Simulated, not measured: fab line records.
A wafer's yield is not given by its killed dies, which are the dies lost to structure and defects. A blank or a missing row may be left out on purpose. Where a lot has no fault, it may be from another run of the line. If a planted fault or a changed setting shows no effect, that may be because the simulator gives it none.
Commonality check across tools	flow nand harc	9 lots, 36 wafers sampled

WHY THIS WAS OPENED
At NHARC_END_WLT_00 the reading VT_DECK2_BOTTOM_INNER is flagged on 3 of 9 lots. No-fault wafers: 0.872, standard deviation 0.0065.
Rule: a lot is flagged when every wafer of it that has a number lies more than 4 standard deviations from that mean, or none has a number. The rest of the lots are taken to be sound.

lot	measured	on	VT_DECK2_BOTTOM_INNER, wafer by wafer	flag
L299	day 25 12:45	prober-01	0.868 0.878 0.868	
L300	day 26 00:45	prober-02	0.869 0.867 0.872	
L302	day 26 16:26	prober-01	0.875 0.879 0.873	
L304	day 27 05:49	prober-02	0.873 0.876 0.882	
L314	day 31 14:01	prober-02	5.988 6.008 5.969 6.020 6.001 5.948	FLAGGED
L315	day 32 00:54	prober-01	6.023 6.033 6.040 5.947 6.050 5.999	FLAGGED
L316	day 32 08:06	prober-01	6.014 6.026 6.024 6.000 5.964 6.000	FLAGGED
L320	day 33 18:48	prober-02	0.882 0.879 0.888	
L321	day 34 07:02	prober-02	0.873 0.868 0.885	
On average the flagged lots read 6.003, which is +5.131 against the usual, or +99 or more standard deviations.

LOT BY LOT: THE TOOL USED
The record holds 4 process steps before the reading, out of a route of 1302 steps. Cell contents, in order: the tool; ch with the chambers the sampled wafers went through; the start.
lot	flag	NHARC_A_CHANNEL_HOLE_D1_ETCH_19	NHARC_A_CHANNEL_HOLE_D1_ETCH_26	NHARC_A_CHANNEL_HOLE_D1_ETCH_44	NHARC_A_CHANNEL_FILL_D1_ALD_03
L299		har etch-01 ch 0,1, day 9 05:11	har etch-01 ch 0,1, day 9 08:56	rie diel-12 ch 0,1,2, day 9 09:53	ald sin batch-01 ch 0, day 9 13:49
L300		har etch-01 ch 0,1, day 9 21:57	har etch-01 ch 0,1, day 10 01:46	rie diel-12 ch 0,2,3, day 10 02:43	ald sin batch-02 ch 0, day 10 07:19
L302		har etch-01 ch 0,1, day 10 08:28	har etch-01 ch 0,1, day 10 12:14	rie diel-03 ch 1,3, day 10 13:12	ald sin batch-02 ch 0, day 10 21:00
L304		har etch-02 ch 0,1, day 10 23:07	har etch-02 ch 0,1, day 11 02:56	rie diel-06 ch 0,2,3, day 11 03:47	ald sin batch-01 ch 0, day 11 08:50
L314	FLAGGED	har etch-01 ch 0,1, day 15 14:32	har etch-01 ch 0,1, day 15 18:18	rie diel-06 ch 0,1,2, day 15 19:15	ald sin batch-01, day 16 00:18
L315	FLAGGED	har etch-01 ch 0,1, day 15 22:29	har etch-01 ch 0,1, day 16 02:18	rie diel-12 ch 1,2, day 16 03:11	ald sin batch-02, day 16 07:49
L316	FLAGGED	har etch-01 ch 0,1, day 16 02:37	har etch-01 ch 0,1, day 16 06:22	rie diel-03 ch 0,2, day 16 07:22	ald sin batch-02, day 16 13:53
L320		har etch-02 ch 0, day 18 02:41	har etch-02 ch 0, day 18 06:28	rie diel-12 ch 0,2, day 18 07:25	ald sin batch-01 ch 0, day 18 12:02
L321		har etch-01 ch 0,1, day 18 14:41	har etch-01 ch 0,1, day 18 18:28	rie diel-12 ch 1,2,3, day 18 19:25	ald sin batch-01 ch 0, day 18 22:02
These steps, and what they do:
- NHARC_A_CHANNEL_HOLE_D1_ETCH_19: etches the open film in C4F8/O2/Ar, time 34.5 s.
- NHARC_A_CHANNEL_HOLE_D1_ETCH_26: etches the open film in C4F8/O2/Ar, time 224.1 s, target depth 300 nm.
- NHARC_A_CHANNEL_HOLE_D1_ETCH_44: etches the open film in CF4/O2, target depth 140 nm, overetch 14 nm, time 77 s.
- NHARC_A_CHANNEL_FILL_D1_ALD_03: deposits SiNx, target thk 6 nm, pulse time 60 s, ald cycles 58.
- NHARC_END_WLT_00

FLAGGED AGAINST TOTAL, ONE TOOL AT A TIME (gauges that did the reading follow at the end)
step	tool	lots run	flagged	share of the flagged lots	sound lots run after its first flagged lot
NHARC_A_CHANNEL_HOLE_D1_ETCH_19	har etch-01	7	3	all	1 (L321)
NHARC_A_CHANNEL_HOLE_D1_ETCH_19	har etch-02	2	0	none	-
NHARC_A_CHANNEL_HOLE_D1_ETCH_26	har etch-01	7	3	all	1 (L321)
NHARC_A_CHANNEL_HOLE_D1_ETCH_26	har etch-02	2	0	none	-
NHARC_A_CHANNEL_HOLE_D1_ETCH_44	rie diel-03	2	1	some	0
NHARC_A_CHANNEL_HOLE_D1_ETCH_44	rie diel-06	2	1	some	0
NHARC_A_CHANNEL_HOLE_D1_ETCH_44	rie diel-12	5	1	some	2 (L320,L321)
NHARC_A_CHANNEL_FILL_D1_ALD_03	ald sin batch-01	5	1	some	2 (L320,L321)
NHARC_A_CHANNEL_FILL_D1_ALD_03	ald sin batch-02	4	2	some	0
NHARC_END_WLT_00	prober-01	4	2	some	0
NHARC_END_WLT_00	prober-02	5	1	some	2 (L320,L321)

THE TABLE: WHAT IT ALLOWS
har etch-01 at NHARC_A_CHANNEL_HOLE_D1_ETCH_19 and har etch-01 at NHARC_A_CHANNEL_HOLE_D1_ETCH_26 are the 2 rows of the table that ran each flagged lot.
- har etch-01 at NHARC_A_CHANNEL_HOLE_D1_ETCH_19 ran 7 lots, 3 of them flagged. Sound lots followed the first flagged one (L321) on it, something a lasting fault affecting the whole tool could not allow.
- har etch-01 at NHARC_A_CHANNEL_HOLE_D1_ETCH_26 ran 7 lots, 3 of them flagged. Sound lots followed the first flagged one (L321) on it, something a lasting fault affecting the whole tool could not allow.
No row of the table ran every flagged lot and no sound lot after the first.

WHAT HAD BEEN PUT IN BY THE SIMULATOR
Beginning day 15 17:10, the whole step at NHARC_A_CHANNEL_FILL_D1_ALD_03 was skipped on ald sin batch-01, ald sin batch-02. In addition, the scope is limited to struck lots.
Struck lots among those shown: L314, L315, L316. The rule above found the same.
